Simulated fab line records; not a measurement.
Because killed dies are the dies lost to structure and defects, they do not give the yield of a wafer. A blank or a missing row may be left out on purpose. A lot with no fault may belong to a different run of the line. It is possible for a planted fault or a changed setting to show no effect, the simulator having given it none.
8D (eight disciplines) problem report, filled in by code + flow n5_finfet + the parts of the form that need people (team, actions taken, sign-off) are left out

## 1. PROBLEM STATEMENT
At N5_BEOL_M10_INSPECT_58, raw_defect_count averages 815 over 2 wafers from 2 lots, while fault-free wafers read 72, standard deviation 23. That puts it +32 standard deviations away from the usual mean.
The step: inspects for defects (darkfield).
First observed at day 13 11:10: wafer L146.6, on defect_inspect-01. At this step, 30 wafers from 10 lots have a number in the record. Rule for "out" (also "out of limits"): further than 4 standard deviations from the usual mean. The rest of the wafers with a number are treated as sound.

## 2. WHAT IT IS, WHAT IT ISN'T
| question                    | is                                   | is not                                                                                             |
|-----------------------------|--------------------------------------|----------------------------------------------------------------------------------------------------|
| which readings at this step | raw_defect_count                     | -                                                                                                  |
| which lots                  | L146, L150                           | L140, L142, L143, L157, L160, L161, L162, L163                                                     |
| which wafers of those lots  | L146.6, L150.1                       | L146.3, L146.4, L150.3, L150.4                                                                     |
| read on which gauges        | defect_inspect-01, defect_inspect-02 | -                                                                                                  |
| when                        | from day 13 11:10                    | up to then (11 sound wafers); but 17 sound wafers of L150, L157, L160, L161, L162, L163 came after |

## 3. SUSPECTS, AND WHAT RULES EACH OUT
Counting: if a tool at a process step up to the reading ran every lot that is out, it stays a suspect. Sound lots after the first of them don't rule it out here, since some wafers of a struck lot are sound.
- the gauge at N5_BEOL_M10_INSPECT_58 is ruled out. The wafers that are out were read on 2 gauges (defect_inspect-01, defect_inspect-02).
- pecvd-03 at N5_BEOL_M10_PRE_CLEAN_55 (time 15 s): kept. Every lot that is out went through it, the first being L146 (day 13 11:02); the last sound lot it ran before that was L142 (day 12 16:25).
The count leaves pecvd-03 at N5_BEOL_M10_PRE_CLEAN_55.

## 4. THE CAUSE (what the simulator had put in)
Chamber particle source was pecvd-03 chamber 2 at N5_BEOL_M10_PRE_CLEAN_55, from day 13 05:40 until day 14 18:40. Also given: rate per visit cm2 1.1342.
Counting left only this tool.

## 5. THE CHAIN OF EFFECTS, in route order
One row per reading whose mean, taken over the struck wafers that have a number, lies over 3 standard deviations from the usual. Only readings for which the record gives a usual standard deviation are gone through. hours: the time from each lot's start at the first step in this table that gives one to its start at this step, as a median over the lots. sigmas: the change in usual standard deviations.
| hours | step                    | reading              | usual  | on struck wafers | change | sigmas |
|-------|-------------------------|----------------------|--------|------------------|--------|--------|
| 0     | N5_BEOL_M10_INSPECT_58  | raw_defect_count     | 72     | 815              | +743   | +32    |
| 2     | N5_BEOL_M11_INSPECT_13  | raw_defect_count     | 415    | 1190             | +774   | +7.9   |
| 48    | N5_PASSIVATION_PROBE_49 | defect_limited_yield | 90.9 % | 84.9             | -6.0   | -4.6   |
| 48    | N5_PASSIVATION_PROBE_49 | killed_at_M4_up      | 13     | 92               | +80    | +16    |
| 48    | N5_PASSIVATION_PROBE_49 | killed_dies          | 107    | 178              | +71    | +4.4   |
| 48    | N5_PASSIVATION_PROBE_49 | sort_bin_5_function  | 5.4 %  | 8.4              | +3.0   | +3.6   |
| 48    | N5_PASSIVATION_PROBE_49 | sort_n_pass          | 1073   | 1002             | -71    | -4.4   |
| 48    | N5_PASSIVATION_PROBE_49 | sort_yield_pct       | 90.9 % | 84.9             | -6.0   | -4.6   |
Here are the process steps it includes:
- N5_PASSIVATION_PROBE_49

## 6. HOW IT WOULD HAVE BEEN CAUGHT EARLIER
6 hours passed between the start of the fault at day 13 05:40 and the first reading out of limits at a measuring or inspecting step in this record, taken at day 13 11:10.
Lots out: 2; of these, L150 started N5_BEOL_M10_PRE_CLEAN_55 on pecvd-03 after day 13 11:10. Had the tool been put on hold then, it would have been spared.
